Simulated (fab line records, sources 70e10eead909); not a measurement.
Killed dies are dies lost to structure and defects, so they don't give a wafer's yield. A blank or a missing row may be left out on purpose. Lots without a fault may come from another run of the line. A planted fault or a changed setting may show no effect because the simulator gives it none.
Problem report in the 8D (eight disciplines) form, filled by code | flow nand_harc | the parts of the form that need people (team, actions taken, sign-off) are left out

1. THE PROBLEM
killed_at_periphery at NHARC_END_SORT_01 reads a mean of 637.7 on 3 wafers of 3 lots; wafers without a fault read 3.4 with a standard deviation of 2.5. That is +99 or more standard deviations from the usual mean.
First seen on wafer L695.5, day 30 16:13, on prober-01. The record holds 8 wafers of 3 lots with a number at this step. Rule for "out", or "out of limits": more than 4 standard deviations from the usual mean. The other wafers with a number count as sound.

2. WHAT IT IS AND WHAT IT IS NOT
question                    | is                               | is not
which readings at this step | killed_at_periphery, killed_dies | killed_at_array, killed_at_other, killed_short
which lots                  | L695, L698, L699                 | -
which wafers of those lots  | L695.5, L698.5, L699.5           | L695.1, L695.6, L698.1, L698.2, L699.2
read on which gauges        | prober-01, prober-02             | -
when                        | from day 30 16:13                | up to then (1 sound wafer); but 4 sound wafers of L695, L698, L699 came after

3. SUSPECTS, AND WHAT RULES EACH OUT
Counting: a tool at a process step up to the reading stays a suspect if it ran every lot that is out. Sound lots after the first of them don't rule it out here, since some wafers of a struck lot are sound.
- the gauge at NHARC_END_SORT_01: ruled out. The wafers that are out were read on 2 gauges (prober-01, prober-02).
- ald_metal-02 at NHARC_P_CONTACT_ALD_22 (deposits TiN, target thk 3 nm, pulse time 1 s, ald cycles 150): kept. It ran every lot that is out, first L695 (day 12 00:55).
- cmp-03 at NHARC_P_CONTACT_CMP_24 (polishes, t overpolish 30 s, target thk 200 nm): kept. It ran every lot that is out, first L695 (day 12 01:43).
Left after counting: ald_metal-02 at NHARC_P_CONTACT_ALD_22, cmp-03 at NHARC_P_CONTACT_CMP_24.

4. THE CAUSE (what the simulator had put in)
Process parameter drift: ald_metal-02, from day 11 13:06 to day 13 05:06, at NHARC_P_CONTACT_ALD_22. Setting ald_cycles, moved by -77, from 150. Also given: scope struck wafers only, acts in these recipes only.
Counting left 2 suspects, and this tool is among them.

5. THE CHAIN OF EFFECTS, in route order
Each row: a reading whose mean over the struck wafers that have a number lies more than 3 standard deviations from the usual. Only readings for which the record gives a usual standard deviation are gone through. hours: the time from each lot's start at the first step in this table that gives one to its start at this step, as a median over the lots. sigmas: the change in usual standard deviations.
hours | step              | reading             | usual | on struck wafers | change | sigmas
0     | NHARC_END_SORT_01 | killed_at_periphery | 3.4   | 637.7            | +634.3 | +99 or more
0     | NHARC_END_SORT_01 | killed_dies         | 60    | 677              | +617   | +32
Readings that are blank on the struck wafers while sound wafers have them: pad_life_wafers at NHARC_P_CONTACT_CMP_24.

6. WHAT WOULD HAVE CAUGHT IT SOONER
In this record the first reading out of limits at a measuring or inspecting step was taken at day 30 16:13, 459 hours after the fault began at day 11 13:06.
Of the tool readings at NHARC_P_CONTACT_ALD_22 for which the record gives a usual standard deviation, none was out on any struck wafer, so an alarm limit of 4 standard deviations on them would not have fired.
All the lots that are out (3) had begun NHARC_P_CONTACT_ALD_22 on ald_metal-02 by day 30 16:13. A hold on the tool at that time would have spared none of them.
